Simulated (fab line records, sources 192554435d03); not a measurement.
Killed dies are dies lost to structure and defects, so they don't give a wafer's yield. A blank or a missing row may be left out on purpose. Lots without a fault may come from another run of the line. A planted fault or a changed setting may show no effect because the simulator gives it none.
Chamber matching | flow n5_finfet | N5_BEOL_M11_PECVD_70 on pecvd-01: 3 sister chambers
The step deposits SiO2 from TEOS/O2, target thk 20 nm, time 22.7 s. 3 wafers are shown with their chamber, then 12 later ones without.

WAFERS WITH THEIR CHAMBER
wafer  | chamber | throttle_valve_pct (%)
L089.4 | 0       | 25.4
L087.4 | 2       | 21.4
L087.5 | 1       | 25.0

WAFERS WITHOUT THEIR CHAMBER
wafer  | throttle_valve_pct (%)
L090.2 | 20.9
L090.3 | 25.7
L090.6 | 25.1
L092.1 | 25.0
L092.4 | 24.7
L092.5 | 21.4
L097.2 | 25.6
L097.3 | 21.2
L097.5 | 25.2
L096.1 | 21.1
L096.3 | 24.8
L096.6 | 25.8

WHICH CHAMBER EACH WENT THROUGH
wafer  | from the rows above     | in truth
L090.2 | 2                       | 2
L090.3 | can't be placed: 0 or 1 | 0
L090.6 | can't be placed: 1 or 0 | 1
L092.1 | can't be placed: 1 or 0 | 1
L092.4 | can't be placed: 1 or 0 | 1
L092.5 | 2                       | 2
L097.2 | can't be placed: 0 or 1 | 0
L097.3 | 2                       | 2
L097.5 | can't be placed: 0 or 1 | 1
L096.1 | 2                       | 2
L096.3 | can't be placed: 1 or 0 | 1
L096.6 | can't be placed: 0 or 1 | 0
Placed correctly: 4 of 12. Can't be placed from these rows: 8 (the true chamber is among the candidates in 8). Placed wrongly: 0.
How it was worked out, from the rows above alone: a wafer's distance from a chamber is the root of the sum, over the readings, of the square of ((its reading less the chamber's mean) divided by the reading's scatter). The wafer belongs to the nearest chamber; if the next one is less than 2 further off, it can't be placed. A chamber's mean is the mean of its shown wafers. The scatter: with one shown wafer a chamber, the root of the mean of the squares of how far each hidden wafer lies from its nearest shown one.
